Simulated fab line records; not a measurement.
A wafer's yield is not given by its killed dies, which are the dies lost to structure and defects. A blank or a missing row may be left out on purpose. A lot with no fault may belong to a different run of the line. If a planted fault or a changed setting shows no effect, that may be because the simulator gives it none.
A lot that was struck, set against a sound lot :: flow n5 finfet :: 16 out of 1938 route steps
Sound: these wafers, L567.2, L567.3, L567.6. Struck: wafer L573.3. (L573.1 of the same lot was not struck and is left out.) The cause comes at the end.
At each step with rows: each side's tool, then ch and its chambers, then its first start. Under that, the readings that differ: sound wafers :: struck wafers :: difference of the means :: sigmas: that difference in standard deviations of wafers without a fault.
alike: readings with means less than 2 such deviations apart, plus words and numbers identical on both sides. not compared: withheld readings, readings lacking a value on some wafer, bounds such as >300 that could conceal the same value, and numbers that have no deviation in the record and whose values overlap.
The two part at a step that has a row with sigmas, a row that says differs or no value, or rows on one side only. Non-overlapping numbers with no deviation appear without sigmas and do not part them. Lack of a reading on every wafer of one side parts them only where that side has two or more wafers.

first, 8 steps without rows for these wafers: N5_HKMG_FIN_COAT_29 (time 60 s, resist thk 300 nm); N5_HKMG_FIN_COAT_30 (time 60 s, resist thk 35 nm); N5_HKMG_FIN_COAT_06 (resist thk 90 nm); N5_HKMG_FIN_EBR_08; N5_HKMG_FIN_SOFTBAKE_07 (time 60 s); N5_HKMG_FIN_EXPOSE_09 (exposes mask NWFM); N5_HKMG_FIN_PEB_10 (peb time 60 s); N5_HKMG_FIN_DEVELOP_11 (develop time 30 s).
N5_HKMG_FIN_CD_MEAS_12 targets a cd of 92.8 nm.
  sound on cd sem-03 ch 0, day 4 22:00; struck on cd sem-02 ch 0, day 6 13:26
  alike: cd nm
N5_HKMG_FIN_OVL_MEAS_13:
  sound on overlay-01 ch 0, day 4 22:02; struck on overlay-01 ch 0, day 6 13:28
reading: NWFM_OVL (nm)
sound: 0.4 -0.2 -0.3
struck: 1.7
difference: +1.7
sigmas: +2
N5_HKMG_FIN_INSPECT_14: inspects for defects (macro).
  sound: defect inspect-02 at day 4 22:04; struck: defect inspect-02 at day 6 13:29
  alike: raw defect count
N5_HKMG_FIN_DESCUM_17: chemistry O2, time 7.9 s.
  sound on rie diel-04 ch 0,1,3, day 4 22:05; struck on rie diel-04 ch 3, day 6 13:32
  alike: drypump motor current A, o2 flow sccm, oes product au, rf vpp V, showerhead plenum p Torr, temp c, throttle valve pct
  not compared: rf hours counter h
N5_HKMG_FIN_ETCH_31: etches SiARC in CF4, target depth 45.5 nm, time 75.8 s.
  sound on rie diel-04 ch 0,1,3, day 4 22:08; struck on rie diel-04 ch 3, day 6 13:34
reading: etch rf on time s (s)
sound: 81.4 77.3 76.9
struck: 94.6
difference: +16.1
sigmas: +9
  alike: drypump motor current A, oes product au, rf vpp V, showerhead plenum p Torr, throttle valve pct
  not compared: rf hours counter h
N5_HKMG_FIN_ETCH_32: etches SOC in N2/H2, target depth 240 nm, time 300 s.
  sound on rie diel-04 ch 0,1,3, day 4 22:11; struck on rie diel-04 ch 3, day 6 13:37
  alike: drypump motor current A, oes product au, rf vpp V, showerhead plenum p Torr, temp c, throttle valve pct
  not compared: rf hours counter h
-- a jump in the record: the struck wafers' starts before and after are 6 days apart (it breaks off in module HKMG_FIN and resumes in module BEOL_M4, where the first step shown is number 1111 of the route) --
N5_BEOL_M4_RC_MEAS_101:
  sound on prober-02 ch 0, day 10 23:17; struck on prober-01 ch 0, day 12 12:52
reading: VT_P (mV)
sound: -257 -255 -255
struck: -249
difference: +7
sigmas: +2
  alike: DIBL_N, DIBL_P, IOFF_N, IOFF_P, ION_N, ION_P, SS_N, SS_P, VT_N
-- a jump in the record: the struck wafers' starts before and after are 4 days apart (it breaks off in module BEOL_M4 and resumes in module PASSIVATION, where the first step shown is number 1936 of the route) --
N5_PASSIVATION_PROBE_49:
  sound: prober-01 at day 15 01:55; struck: prober-01 at day 16 21:29
  alike: defect limited yield, killed_at_M0_to_M3, killed_at_M4_up, killed at contacts, killed at front end, killed at other, killed dies, killed open, killed short, sort_bin_5_function, sort_bin_6_memory, sort n pass, sort yield pct

== WHERE THEY PART ==
Last at N5_BEOL_M4_RC_MEAS_101 as far as this record goes, first at N5_HKMG_FIN_OVL_MEAS_13. Later steps at which nothing parts them and some readings are alike: N5_PASSIVATION_PROBE_49.

WHY: what the simulator had put in
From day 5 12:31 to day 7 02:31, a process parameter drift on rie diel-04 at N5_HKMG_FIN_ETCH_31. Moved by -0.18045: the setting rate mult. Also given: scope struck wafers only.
